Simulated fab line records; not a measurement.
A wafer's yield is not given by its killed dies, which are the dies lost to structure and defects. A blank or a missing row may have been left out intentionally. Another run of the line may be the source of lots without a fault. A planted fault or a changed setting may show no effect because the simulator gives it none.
Matching of chambers || flow nand-harc || rie-diel-01 running NHARC_P_GATE_DESCUM_31: 4 sister chambers
The step chemistry O2, time 3 s. 4 wafers are shown with their chamber, then 7 later ones without.

== WAFERS WITH THEIR CHAMBER ==
{"wafer": "L266.3", "chamber": 3, "showerhead-plenum-p-Torr (Torr)": 2.03}
{"wafer": "L266.5", "chamber": 0, "showerhead-plenum-p-Torr (Torr)": 1.80}
{"wafer": "L272.4", "chamber": 1, "showerhead-plenum-p-Torr (Torr)": 1.83}
{"wafer": "L272.5", "chamber": 2, "showerhead-plenum-p-Torr (Torr)": 2.05}

== WAFERS WHOSE CHAMBER IS MISSING ==
{"wafer": "L272.6", "showerhead-plenum-p-Torr (Torr)": 2.03}
{"wafer": "L278.2", "showerhead-plenum-p-Torr (Torr)": 2.03}
{"wafer": "L278.3", "showerhead-plenum-p-Torr (Torr)": 1.82}
{"wafer": "L278.4", "showerhead-plenum-p-Torr (Torr)": 2.05}
{"wafer": "L281.1", "showerhead-plenum-p-Torr (Torr)": 1.82}
{"wafer": "L281.3", "showerhead-plenum-p-Torr (Torr)": 1.80}
{"wafer": "L281.5", "showerhead-plenum-p-Torr (Torr)": 1.80}

== EACH ONE'S CHAMBER ==
{"wafer": "L272.6", "from the rows above": 3, "in truth": 3}
{"wafer": "L278.2", "from the rows above": 3, "in truth": 3}
{"wafer": "L278.3", "from the rows above": "can't be placed: 1 or 0", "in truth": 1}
{"wafer": "L278.4", "from the rows above": 2, "in truth": 2}
{"wafer": "L281.1", "from the rows above": "can't be placed: 1 or 0", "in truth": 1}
{"wafer": "L281.3", "from the rows above": 0, "in truth": 0}
{"wafer": "L281.5", "from the rows above": 0, "in truth": 0}
5 of 7 placed correctly. Not placeable from these rows: 2 (in 2, the candidates include the true chamber). Number placed wrongly: 0.
How it was worked out, from the rows above alone: a wafer's distance from a chamber is the root of the sum, over the readings, of the square of ((its reading less the chamber's mean) divided by the reading's scatter). If the next closest chamber is less than 2 further off than the closest, the wafer can't be placed; otherwise it belongs to the closest. Each chamber's mean is taken over the wafers shown for it. The scatter (one wafer shown for each chamber): square how far every hidden wafer sits from the nearest shown wafer, average those squares and take the square root.
